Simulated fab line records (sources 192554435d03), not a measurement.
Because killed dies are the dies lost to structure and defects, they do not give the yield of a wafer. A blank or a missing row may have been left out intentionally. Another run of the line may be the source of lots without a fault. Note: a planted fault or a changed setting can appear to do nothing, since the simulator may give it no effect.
fab line records	flow n5_finfet
record: lots: 14	wafers: 39	last_day: 19
route steps=1938 shown BEOL_M10@1512 BEOL_M11@1540
lots that met no fault: taken from a fault-free run of the same line
start_h: hours from the record's opening day to when the first of the lot's shown wafers began	wait_h: hours from the lot's prior step to this one	" repeats the value in the row above	L1.1+2: a row that stands for several wafers	- no value present, or no start provided	* or withheld: withheld	< > ~ a bound
route shown NAME@n: a module of which the file shows steps, and the number in the route of the first	usual: average and standard deviation across the fault-free wafers	same: alike in all rows	chamber/n: place in a boat	sites: readings site by site	_std_site: the values' standard deviation	_edge_site: outer sites' mean less inner sites'	radius_mm: how far each site lies from the wafer's centre	mask NAME#n: copy n	behind: the last tool/chamber to shape the wafer	hold: reason for holding the lot/hours on hold/outcome of the hold	device: which transistor (n, p or np) failed to switch	end of line: at the end of the route, the tests of the same wafers	for a step that has no rows: nothing shown but its recipe	killed: dies lost to structure and defects at the first sort, not the wafer's yield	map: per-die view of a wafer (x killed, . not killed, _ where there is no die)
set.NAME: setting as actually run; set.NAME@STEP: the setting as run at that earlier step	model.NAME: the simulator's own value behind a step, which no gauge read
route steps across a sampled set of lots; one table per step, one row per wafer
services: the hour from which a tool's chamber was out of use, counted from the record's first day as start_h (under 0 if before that day), plus the number of hours and why
== steps ==
step: N5_BEOL_M10_TRENCH_ETCH_37
recipe: chemistry: C4F6/O2	target_depth_a: 1488.3	target: SiCOH_lowk	time_s: 48	ion_energy_ev: 250	pressure_mtorr: 30	source_w: 345	bias_w: 185	Ar_flow_sccm: 300	C4F6_flow_sccm: 10	O2_flow_sccm: 10
usual: bias_w: 185.0/0.59	drypump_motor_current_A: 5.6/0.48	oes_f_703_au: 0.81/0.086	oes_product_au: 0.81/0.087	rf_fwd_power_W: 341.0/1.4	rf_vpp_V: 670/17	showerhead_plenum_p_Torr: 2.86/0.11	throttle_valve_pct: 20.9/0.31
lot.wafer	tool	chamber	start_h	wait_h	bias_w	drypump_motor_current_A	oes_f_703_au	oes_product_au	rf_fwd_power_W	rf_hours_counter_h	rf_vpp_V	showerhead_plenum_p_Torr	throttle_valve_pct
L955.2	rie_diel-06	2	-	-	185.2	4.9	1.01	1.01	340.2	2	678	2.78	20.2
L955.5	"	0	"	"	184.3	5.8	0.89	0.88	340.6	-	645	3.02	21.0
L955.6	"	3	"	"	184.4	6.0	0.78	0.75	340.3	-	658	2.96	21.0
L953.2	rie_diel-05	0	-	-	184.2	6.4	0.72	0.72	341.5	188	657	2.73	20.9
L953.3	"	1	"	"	185.8	5.1	0.91	0.93	344.3	17	691	2.93	21.1
L953.6	"	1	"	"	185.6	5.1	0.91	0.94	342.1	-	692	2.93	21.1
L956.1	rie_diel-04	0	-	-	184.6	4.8	0.77	0.81	344.1	105	696	2.87	20.8
L956.5	"	3	"	"	185.5	5.8	0.78	0.74	340.8	-	665	2.72	21.2
L956.6	"	0	"	"	184.1	4.7	0.77	0.80	345.0	-	695	2.87	20.8
L960.2	rie_diel-05	1	-	-	186.2	5.2	0.88	0.91	342.9	30	690	2.92	21.1
L960.4	"	2	"	"	185.5	5.2	0.91	0.88	340.9	41	664	2.99	20.5
L960.5	"	1	"	"	185.5	5.2	0.88	0.91	342.6	-	692	2.92	21.1
L959.3	rie_diel-06	1	-	-	185.8	5.8	0.72	0.74	339.9	171	688	2.74	21.0
L959.4	"	0	"	"	186.1	5.8	0.87	0.86	339.1	62	644	3.01	21.0
L959.5	"	0	"	"	184.3	5.8	0.88	0.86	339.8	-	643	3.01	21.0
L961.1	rie_diel-06	2	-	-	184.6	5.0	0.96	0.96	341.1	15	677	2.78	20.2
L961.2	"	3	"	"	184.1	6.0	0.78	0.76	340.7	156	657	2.96	21.1
L961.5	"	2	"	"	186.2	5.0	0.96	0.96	341.8	-	678	2.78	20.2
L964.3	rie_diel-06	2	-	-	184.6	4.9	0.96	0.95	341.1	20	678	2.77	20.2
L964.4	"	3	"	"	184.1	6.0	0.77	0.75	342.1	161	657	2.95	21.1
L964.5	"	2	"	"	185.2	4.9	0.95	0.96	339.4	-	678	2.78	20.2
L967.1	rie_diel-04	1	-	-	186.0	5.9	0.70	0.69	342.8	226	690	2.91	20.7
L967.4	"	0	"	"	184.5	4.7	0.75	0.77	341.4	130	695	2.86	20.8
L967.6	"	0	"	"	185.1	4.8	0.75	0.76	341.2	-	696	2.86	20.8
L970.2	rie_diel-06	0	-	-	185.3	5.8	0.83	0.83	339.1	91	641	3.00	21.1
L970.4	"	3	"	"	184.6	6.0	0.75	0.73	341.0	185	658	2.94	21.1
L970.6	"	0	"	"	186.3	5.9	0.84	0.83	339.9	-	642	3.00	21.1
L972.1	rie_diel-06	3	-	-	183.6	6.0	0.75	0.73	341.3	185	657	2.94	21.1
L972.5	"	3	"	"	185.0	6.0	0.75	0.73	339.8	-	656	2.94	21.1
L971.4	rie_diel-06	1	-	-	184.1	5.8	0.70	0.71	339.8	204	687	2.72	21.1
L971.5	"	2	"	"	184.7	5.0	0.89	0.90	341.5	-	678	2.76	20.2
L971.6	"	3	"	"	184.5	6.0	0.74	0.72	340.7	-	658	2.94	21.1
L973.2	rie_diel-04	0	-	-	185.0	4.8	0.74	0.76	341.0	144	696	2.85	20.8
L973.3	"	3	"	"	186.3	5.8	0.75	0.72	341.8	223	664	2.70	21.2
L973.6	"	3	"	"	185.6	5.8	0.74	0.72	342.7	-	661	2.70	21.2
L975.1	rie_diel-06	0	-	-	184.8	5.9	0.82	0.83	338.7	98	643	2.99	21.1
L975.3	"	2	"	"	185.8	4.9	0.89	0.89	340.1	53	678	2.76	20.3
L976.2	rie_diel-05	2	-	-	184.7	5.2	0.84	0.83	339.8	79	661	2.97	20.5
L976.3	"	1	"	"	184.6	5.2	0.82	0.84	342.7	72	690	2.90	21.2
step: N5_BEOL_M10_OCD_MEAS_38
usual: trench_depth_nm: 149.6/2.7
lot.wafer	tool	chamber	start_h	wait_h	trench_depth_nm
L955.2	ocd-01	-	237.09	-	152.5
L955.5	"	-	"	"	151.7
L955.6	"	-	"	"	148.2
L953.2	ocd-02	-	237.14	-	145.5
L953.3	"	-	"	"	152.6
L953.6	"	-	"	"	153.3
L956.1	ocd-02	-	254.93	-	149.5
L956.5	"	-	"	"	149.4
L956.6	"	-	"	"	149.3
L960.2	ocd-02	-	264.42	-	152.6
L960.4	"	-	"	"	149.4
L960.5	"	-	"	"	152.3
L959.3	ocd-01	-	265.04	-	145.7
L959.4	"	-	"	"	151.9
L959.5	"	-	"	"	150.9
L961.1	ocd-01	-	268.30	-	153.7
L961.2	"	-	"	"	151.3
L961.5	"	-	"	"	154.0
L964.3	ocd-02	-	289.12	-	151.7
L964.4	"	-	"	"	148.3
L964.5	"	-	"	"	152.1
L967.1	ocd-01	-	324.21	-	148.5
L967.4	"	-	"	"	148.1
L967.6	"	-	"	"	147.6
L970.2	ocd-01	-	359.96	-	150.8
L970.4	"	-	"	"	147.8
L970.6	"	-	"	"	150.3
L972.1	ocd-01	-	360.42	-	150.2
L972.5	"	-	"	"	149.5
L971.4	ocd-02	-	363.02	-	144.9
L971.5	"	-	"	"	151.4
L971.6	"	-	"	"	147.9
L973.2	ocd-01	-	367.08	-	148.5
L973.3	"	-	"	"	150.7
L973.6	"	-	"	"	151.1
L975.1	ocd-01	-	387.55	-	151.3
L975.3	"	-	"	"	151.3
L976.2	ocd-02	-	389.60	-	149.8
L976.3	"	-	"	"	150.4
step: N5_BEOL_M11_HM_DEP_02
recipe: material: TiN	target_thk_a: 200	temp_c: 25	chamber_pressure_pa: 0.49996
usual: chamber_pressure_pa: 0.5000/0.00096	substrate_temp_c: 24.99/0.099	throttle_valve_pct: 30.1/1.1
lot.wafer	tool	chamber	start_h	wait_h	chamber_pressure_pa	substrate_temp_c	throttle_valve_pct
L955.2	pvd_sputter-01	-	242.59	1.1	0.5004	24.84	30.1
L955.5	"	-	"	"	0.5000	24.90	30.0
L955.6	"	-	"	"	0.4986	24.84	31.1
L953.2	pvd_sputter-01	-	242.69	1.1	0.5005	25.08	30.8
L953.3	"	-	"	"	0.4998	24.95	31.3
L953.6	"	-	"	"	0.4995	24.98	31.2
L956.1	pvd_sputter-01	-	259.05	0.5	0.5005	25.05	31.3
L956.5	"	-	"	"	0.5000	25.07	30.0
L956.6	"	-	"	"	0.4988	25.02	31.4
L960.2	pvd_sputter-01	-	268.54	0.3	0.5008	24.95	31.2
L960.4	"	-	"	"	0.5005	24.92	30.0
L960.5	"	-	"	"	0.5006	24.91	30.0
L959.3	pvd_sputter-02	-	271.22	1.2	0.4982	25.15	29.3
L959.4	"	-	"	"	0.5000	25.00	29.2
L959.5	"	-	"	"	0.5001	25.06	29.4
L961.1	pvd_sputter-01	-	273.52	1.2	0.5010	24.90	31.4
L961.2	"	-	"	"	0.5001	24.88	31.0
L961.5	"	-	"	"	0.5011	25.05	31.4
L964.3	pvd_sputter-03	-	297.36	2.9	0.4999	24.92	31.2
L964.4	"	-	"	"	0.5008	24.87	30.2
L964.5	"	-	"	"	0.5003	25.01	29.6
L967.1	pvd_sputter-02	-	328.63	0.6	0.5004	24.99	28.9
L967.4	"	-	"	"	0.5010	25.07	28.8
L967.6	"	-	"	"	0.4996	24.92	29.1
L970.2	pvd_sputter-01	-	366.35	1.7	-	-	-
L970.4	"	-	"	"	-	-	-
L970.6	"	-	"	"	-	-	-
L972.1	pvd_sputter-02	-	367.03	1.2	0.4998	24.89	29.4
L972.5	"	-	"	"	0.4999	25.13	29.0
L971.4	pvd_sputter-02	-	367.23	0.9	-	-	-
L971.5	"	-	"	"	-	-	-
L971.6	"	-	"	"	-	-	-
L973.2	pvd_sputter-02	-	373.47	3.1	0.5003	25.01	29.0
L973.3	"	-	"	"	0.4992	25.22	28.5
L973.6	"	-	"	"	0.4983	24.91	28.8
L975.1	pvd_sputter-02	-	392.96	1.2	0.5013	24.91	29.2
L975.3	"	-	"	"	0.5004	25.22	28.7
L976.2	pvd_sputter-01	-	393.25	0.3	0.5010	24.86	31.4
L976.3	"	-	"	"	0.4994	24.98	31.2
step: N5_BEOL_M11_CD_MEAS_11
recipe: target_cd_nm: 64.1	landing_energy_ev: 500	detector: se_inlens	polarity: opening
usual: cd_nm: 64.0/0.57
lot.wafer	tool	chamber	start_h	wait_h	cd_nm
L955.2	cd_sem-02	0	243.08	-	64.5
L955.5	"	0	"	"	65.1
L955.6	"	0	"	"	64.0
L953.2	cd_sem-01	0	243.25	-	64.5
L953.3	"	0	"	"	63.2
L953.6	"	0	"	"	63.7
L956.1	cd_sem-01	0	259.42	-	64.1
L956.5	"	0	"	"	65.5
L956.6	"	0	"	"	64.5
L960.2	cd_sem-01	0	269.04	-	63.7
L960.4	"	0	"	"	64.1
L960.5	"	0	"	"	64.5
L959.3	cd_sem-03	0	271.71	-	63.2
L959.4	"	0	"	"	63.6
L959.5	"	0	"	"	63.5
L961.1	cd_sem-02	0	274.02	-	64.8
L961.2	"	0	"	"	64.0
L961.5	"	0	"	"	63.7
L964.3	cd_sem-03	0	297.86	-	63.7
L964.4	"	0	"	"	62.9
L964.5	"	0	"	"	63.7
L967.1	cd_sem-03	0	329.13	-	64.2
L967.4	"	0	"	"	63.5
L967.6	"	0	"	"	64.6
L970.2	cd_sem-03	0	366.72	-	64.3
L970.4	"	0	"	"	64.4
L970.6	"	0	"	"	63.9
L972.1	cd_sem-03	0	367.53	-	65.2
L972.5	"	0	"	"	64.2
L971.4	cd_sem-02	0	367.61	-	64.2
L971.5	"	0	"	"	63.0
L971.6	"	0	"	"	64.0
L973.2	cd_sem-02	0	373.98	-	64.4
L973.3	"	0	"	"	63.6
L973.6	"	0	"	"	64.3
L975.1	cd_sem-02	0	393.46	-	64.5
L975.3	"	0	"	"	64.0
L976.2	cd_sem-03	0	393.62	-	64.1
L976.3	"	0	"	"	63.9
step: N5_BEOL_M11_HM_OPEN_17
recipe: chemistry: Cl2/BCl3	target_depth_a: 200	overetch_a: 60	target: TiN	mask_material: SOC	ion_energy_ev: 150	pressure_mtorr: 10	icp_w: 1000	bias_w: 126	Cl2_flow_sccm: 53.25	bcl3_flow_sccm: 21.75	Ar_flow_sccm: 25
usual: bias_w: 125.9/0.41	drypump_motor_current_A: 5.4/0.34	oes_product_au: 0.67/0.084	rf_fwd_power_W: 993/3.4	throttle_valve_pct: 22.25/0.28
lot.wafer	tool	chamber	start_h	wait_h	bias_w	drypump_motor_current_A	oes_product_au	rf_fwd_power_W	rf_hours_counter_h	throttle_valve_pct
L955.2	rie_metal-02	1	243.44	0.0	125.9	5.2	0.53	990	120	22.44
L955.5	"	0	"	"	125.9	5.2	0.74	991	-	21.95
L955.6	"	1	"	"	125.0	5.2	0.53	994	-	22.43
L953.2	rie_metal-01	0	243.61	0.0	125.7	5.1	0.69	997	38	22.17
L953.3	"	1	"	"	126.3	6.0	0.58	992	-	22.74
L953.6	"	1	"	"	125.8	6.0	0.58	994	-	22.75
L956.1	rie_metal-03	1	260.04	0.0	126.0	5.7	0.70	994	28	22.38
L956.5	"	0	"	"	125.5	5.1	0.59	990	-	22.25
L956.6	"	1	"	"	125.9	5.7	0.70	995	-	22.39
L960.2	rie_metal-01	1	269.41	0.0	126.1	6.0	0.57	993	94	22.77
L960.4	"	0	"	"	126.0	5.1	0.67	993	-	22.21
L960.5	"	0	"	"	127.1	5.1	0.68	998	-	22.20
L959.3	rie_metal-01	1	273.11	0.1	125.7	6.0	0.57	993	-	22.79
L959.4	"	0	"	"	126.6	5.1	0.67	999	-	22.21
L959.5	"	1	"	"	125.7	6.0	0.57	991	-	22.76
L961.1	rie_metal-02	0	275.01	0.0	125.6	5.2	0.75	988	18	21.93
L961.2	"	0	"	"	125.8	5.2	0.75	993	-	21.92
L961.5	"	0	"	"	125.8	5.2	0.75	990	-	21.93
L964.3	rie_metal-03	0	298.34	0.2	125.9	5.1	0.59	994	-	22.22
L964.4	"	1	"	"	126.2	5.7	0.70	993	-	22.35
L964.5	"	1	"	"	126.5	5.7	0.69	992	-	22.39
L967.1	rie_metal-02	1	329.49	0.0	126.1	5.2	0.79	994	5	21.92
L967.4	"	1	"	"	126.5	5.2	0.78	988	-	21.91
L967.6	"	0	"	"	126.2	5.2	0.73	988	-	21.95
L970.2	rie_metal-03	1	367.40	0.0	126.2	5.7	0.30	993	37	23.07
L970.4	"	0	"	"	125.2	5.1	0.26	991	-	22.91
L970.6	"	1	"	"	126.2	5.7	0.29	988	-	23.06
L972.1	rie_metal-03	0	367.89	0.0	126.0	5.1	0.57	998	95	22.28
L972.5	"	0	"	"	125.6	5.1	0.57	993	-	22.25
L971.4	rie_metal-03	0	368.36	0.1	126.3	5.1	0.25	990	-	22.91
L971.5	"	0	"	"	125.9	5.1	0.25	987	-	22.90
L971.6	"	1	"	"	125.9	5.7	0.30	990	-	23.06
L973.2	rie_metal-02	0	374.34	0.0	126.4	5.2	0.72	996	27	21.94
L973.3	"	0	"	"	126.3	5.2	0.71	994	-	21.96
L973.6	"	1	"	"	125.5	5.1	0.76	990	-	21.93
L975.1	rie_metal-02	0	393.82	0.0	125.3	5.2	0.69	991	28	21.97
L975.3	"	0	"	"	125.5	5.2	0.70	994	-	21.97
L976.2	rie_metal-01	0	394.05	0.0	125.9	5.1	0.64	988	53	22.24
L976.3	"	0	"	"	125.5	5.1	0.65	991	-	22.22
step: N5_BEOL_M11_CD_MEAS_18
recipe: pitch_nm: 140	target_cd_nm: 70
usual: cd_nm: 70.0/0.61
lot.wafer	tool	chamber	start_h	wait_h	cd_nm
L955.2	cd_sem-01	-	243.66	0.1	70.3
L955.5	"	-	"	"	71.4
L955.6	"	-	"	"	69.5
L953.2	cd_sem-03	-	244.07	0.1	69.7
L953.3	"	-	"	"	69.6
L953.6	"	-	"	"	69.0
L956.1	cd_sem-02	-	260.27	0.0	69.6
L956.5	"	-	"	"	71.6
L956.6	"	-	"	"	70.7
L960.2	cd_sem-02	-	269.70	0.1	69.7
L960.4	"	-	"	"	69.5
L960.5	"	-	"	"	70.0
L959.3	cd_sem-01	-	273.43	0.1	69.2
L959.4	"	-	"	"	69.6
L959.5	"	-	"	"	69.4
L961.1	cd_sem-03	-	275.32	0.0	70.5
L961.2	"	-	"	"	69.3
L961.5	"	-	"	"	69.3
L964.3	cd_sem-03	-	298.50	0.1	70.0
L964.4	"	-	"	"	69.0
L964.5	"	-	"	"	69.3
L967.1	cd_sem-03	-	329.67	0.0	70.8
L967.4	"	-	"	"	69.3
L967.6	"	-	"	"	70.4
L970.2	cd_sem-03	-	367.60	0.1	-
L970.4	"	-	"	"	-
L970.6	"	-	"	"	-
L972.1	cd_sem-02	-	368.12	0.0	70.4
L972.5	"	-	"	"	70.2
L971.4	cd_sem-03	-	368.66	0.1	-
L971.5	"	-	"	"	-
L971.6	"	-	"	"	-
L973.2	cd_sem-03	-	374.64	0.1	70.1
L973.3	"	-	"	"	68.9
L973.6	"	-	"	"	70.6
L975.1	cd_sem-03	-	394.00	0.0	70.3
L975.3	"	-	"	"	69.9
L976.2	cd_sem-02	-	394.23	0.1	70.2
L976.3	"	-	"	"	69.7
== services ==
tool	chamber	start_h	hours	kind
rie_diel-04	2	221.50	5.6	repair
rie_diel-04	2	227.60	7.5	repair
rie_diel-05	3	240.19	-	clean
rie_diel-05	3	240.19	-	consumable_replace:focus_ring
rie_diel-04	-	246.59	4.3	pm
rie_metal-02	1	263.17	-	clean
rie_diel-04	3	270.27	1.4	repair
rie_diel-05	1	276.52	6.8	repair
pvd_sputter-03	-	294.50	0.8	repair
rie_metal-01	0	295.29	6.3	repair
rie_metal-02	-	308.24	2.8	pm
rie_metal-02	0	311.09	7.3	repair
rie_diel-05	2	314.84	9.9	repair
rie_metal-01	-	326.54	1.4	pm
rie_metal-02	-	334.54	0.1	repair
rie_metal-01	-	340.17	2.8	pm
rie_diel-04	-	349.59	0.2	repair
rie_metal-01	1	362.78	-	clean
rie_metal-01	1	362.78	31.1	scheduled_down
rie_metal-01	1	362.78	31.1	vent_cycle
rie_diel-04	1	363.68	6.5	repair
pvd_sputter-03	-	376.74	2.5	repair
rie_diel-05	3	386.33	11.0	repair
rie_diel-06	3	389.38	10.4	repair
== key ==
first_sign: step: N5_BEOL_M11_HM_DEP_02	reading: tool_record	direction: missing
effect: step: N5_BEOL_M11_HM_OPEN_17	reading: oes_product_au	direction: down	sigmas: 4.7	usual: 0.67	struck: 0.27
effect: step: N5_BEOL_M11_CD_MEAS_18	reading: cd_nm	direction: missing
met_at N5_BEOL_M11_HM_DEP_02
struck_lots L970,L971
later_rows_left_out L970.2,L970.4,L970.6,L971.4,L971.5,L971.6
sort_left_out L970.2,L970.4,L970.6,L971.4,L971.5,L971.6
not_acting_at N5_BEOL_M10_TRENCH_ETCH_37,N5_BEOL_M10_OCD_MEAS_38,N5_BEOL_M11_CD_MEAS_11
onset_between 328.63 366.35
fault: kind: skipped_step_whole	tool: pvd_sputter-01,pvd_sputter-02	chamber: -	onset_h: 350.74	steps: N5_BEOL_M11_HM_DEP_02	scope: struck_lots_only
sort_left_out: the simulated sort isn't trusted on such a fault, so these wafers' sort isn't shown, and their yield isn't known
later_rows_left_out: the simulator's readings of these wafers behind a module that went badly wrong aren't trusted and aren't shown, but for the sort
